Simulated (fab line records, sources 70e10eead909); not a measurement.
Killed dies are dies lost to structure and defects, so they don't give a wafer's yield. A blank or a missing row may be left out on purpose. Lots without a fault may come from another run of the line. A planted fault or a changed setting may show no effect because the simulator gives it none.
Problem report in the 8D (eight disciplines) form, filled by code | flow nand_harc | the parts of the form that need people (team, actions taken, sign-off) are left out

1. THE PROBLEM
thk_nm at NHARC_A_ONON_D2_THK_MEAS_18 reads a mean of 1593 nm on 6 wafers of 2 lots; wafers without a fault read 1000 nm with a standard deviation of 9.5. That is +62 standard deviations from the usual mean.
The step: measures by ellipsometry.
First seen on wafer L698.2, day 18 17:01, on film_metro-02. The record holds 42 wafers of 14 lots with a number at this step. Rule for "out", or "out of limits": more than 4 standard deviations from the usual mean. The other wafers with a number count as sound.

2. WHAT IT IS AND WHAT IT IS NOT
question                    | is                     | is not
which readings at this step | thk_nm                 | -
which lots                  | L698, L699             | L683, L684, L686, L688, L691, L692, L694, L695, L696, L704, L705, L706
which wafers of those lots  | all that have a number | -
read on which gauges        | film_metro-02          | film_metro-01
when                        | from day 18 17:01      | up to then (27 sound wafers); but 9 sound wafers of L704, L705, L706 came after

3. SUSPECTS, AND WHAT RULES EACH OUT
Counting: a tool at a process step up to the reading stays a suspect if it ran every lot that is out and no sound lot after the first of them.
- the gauge at NHARC_A_ONON_D2_THK_MEAS_18: ruled out. All the wafers that are out were read on film_metro-02, but those of them that NHARC_END_SORT_01 has rows for are out there too, on other tools.
- pecvd_onon-03 at NHARC_A_ONON_D2_DEP_16 (target thk 1000 nm): ruled out as a lasting fault. Sound lots L704 ran on it after its first lot that is out, L698 (day 18 16:34).
Left after counting: nothing in the record.

4. THE CAUSE (what the simulator had put in)
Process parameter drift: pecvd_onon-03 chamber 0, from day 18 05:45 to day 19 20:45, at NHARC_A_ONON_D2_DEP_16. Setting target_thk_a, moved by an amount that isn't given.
Counting ruled it out, wrongly: the rule takes a fault to strike every lot that its tool runs from its start on, and this one did not.

5. THE CHAIN OF EFFECTS, in route order
Each row: a reading whose mean over the struck wafers that have a number lies more than 3 standard deviations from the usual. Only readings for which the record gives a usual standard deviation are gone through. hours: the time from each lot's start at the first step in this table that gives one to its start at this step, as a median over the lots. sigmas: the change in usual standard deviations.
hours | step                        | reading         | usual   | on struck wafers | change | sigmas
0     | NHARC_A_ONON_D2_THK_MEAS_18 | thk_nm          | 1000 nm | 1593             | +593   | +62
278   | NHARC_END_SORT_01           | killed_at_array | 41      | 675              | +634   | +63
278   | NHARC_END_SORT_01           | killed_dies     | 46      | 677              | +631   | +63

6. WHAT WOULD HAVE CAUGHT IT SOONER
In this record the first reading out of limits at a measuring or inspecting step was taken at day 18 17:01, 11 hours after the fault began at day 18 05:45.
